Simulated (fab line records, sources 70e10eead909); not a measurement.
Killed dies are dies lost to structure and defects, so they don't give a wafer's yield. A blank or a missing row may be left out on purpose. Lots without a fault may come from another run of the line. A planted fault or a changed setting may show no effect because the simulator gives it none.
Chamber matching | flow nand_harc | NHARC_A_STAIRCASE_DESCUM_168 on rie_diel-10: 4 sister chambers
The step chemistry O2, time 3 s. 4 wafers are shown with their chamber, then 11 later ones without.

WAFERS WITH THEIR CHAMBER
wafer  | chamber | showerhead_plenum_p_Torr (Torr)
L088.1 | 2       | 1.85
L086.1 | 1       | 1.76
L086.6 | 3       | 1.96
L090.2 | 0       | 2.02

WAFERS WITHOUT THEIR CHAMBER
wafer  | showerhead_plenum_p_Torr (Torr)
L090.3 | 1.76
L090.4 | 1.96
L092.1 | 1.96
L092.3 | 2.02
L092.5 | 1.96
L093.3 | 1.85
L093.5 | 2.08
L093.6 | 1.85
L094.2 | 2.02
L094.3 | 1.96
L094.4 | 2.08

WHICH CHAMBER EACH WENT THROUGH
wafer  | from the rows above | in truth
L090.3 | 1                   | 1
L090.4 | 3                   | 3
L092.1 | 3                   | 3
L092.3 | 0                   | 0
L092.5 | 3                   | 3
L093.3 | 2                   | 2
L093.5 | 0                   | 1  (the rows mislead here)
L093.6 | 2                   | 2
L094.2 | 0                   | 0
L094.3 | 3                   | 3
L094.4 | 0                   | 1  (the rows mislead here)
Placed correctly: 9 of 11. Can't be placed from these rows: 0. Placed wrongly: 2.
How it was worked out, from the rows above alone: a wafer's distance from a chamber is the root of the sum, over the readings, of the square of ((its reading less the chamber's mean) divided by the reading's scatter). The wafer belongs to the nearest chamber; if the next one is less than 2 further off, it can't be placed. A chamber's mean is the mean of its shown wafers. The scatter: with one shown wafer a chamber, the root of the mean of the squares of how far each hidden wafer lies from its nearest shown one.
